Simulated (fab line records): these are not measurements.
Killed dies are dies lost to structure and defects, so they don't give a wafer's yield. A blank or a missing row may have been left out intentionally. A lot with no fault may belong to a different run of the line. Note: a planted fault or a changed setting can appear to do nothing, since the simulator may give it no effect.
Matching of chambers	flow nand_harc	pecvd-03 running NHARC_P_M0_DEP_32: 3 sister chambers
The step deposits SiCN, target thk 30 nm. 14 wafers are shown with their chamber, then 7 later ones without.

WAFERS PAIRED WITH THEIR CHAMBERS
wafer	chamber	heater_power_w (W)
L076.1	1	536
L076.4	0	672
L076.6	2	557
L077.1	1	551
L077.3	0	670
L077.5	2	500
L080.3	1	559
L080.4	2	613
L080.5	0	653
L081.2	1	565
L081.5	1	562
L081.6	0	662
L082.1	1	536
L082.2	2	603

SIGNATURES (means of the wafers above)
reading	chamber 0	chamber 1	chamber 2	scatter within a chamber
heater_power_w	664.25	551.50	568.25	28.7
Rule: for each reading, subtract the chamber's mean from the wafer's reading, divide by that reading's scatter and square the result; add these up over the readings and take the root, which gives the wafer's distance from the chamber. If the next closest chamber is less than 2 further off than the closest, the wafer can't be placed; otherwise it belongs to the closest. The scatter: the root of (the sum of the squares of (reading less its chamber's mean) over the shown wafers, divided by (wafers less chambers)).

WAFERS MISSING THEIR CHAMBER
wafer	heater_power_w (W)
L082.6	538
L086.2	468
L086.4	506
L086.6	693
L094.1	541
L094.2	553
L094.4	547

CHAMBER TAKEN BY EACH
wafer	from the rows above	in truth
L082.6	can't be placed: 1 or 2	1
L086.2	can't be placed: 1 or 2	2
L086.4	can't be placed: 1 or 2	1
L086.6	0	0
L094.1	can't be placed: 1 or 2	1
L094.2	can't be placed: 1 or 2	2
L094.4	can't be placed: 1 or 2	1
Correct placement for 1 of the 7. From these rows, 6 cannot be placed; in 6 the true chamber is one of the candidates. Placed wrongly: 0.
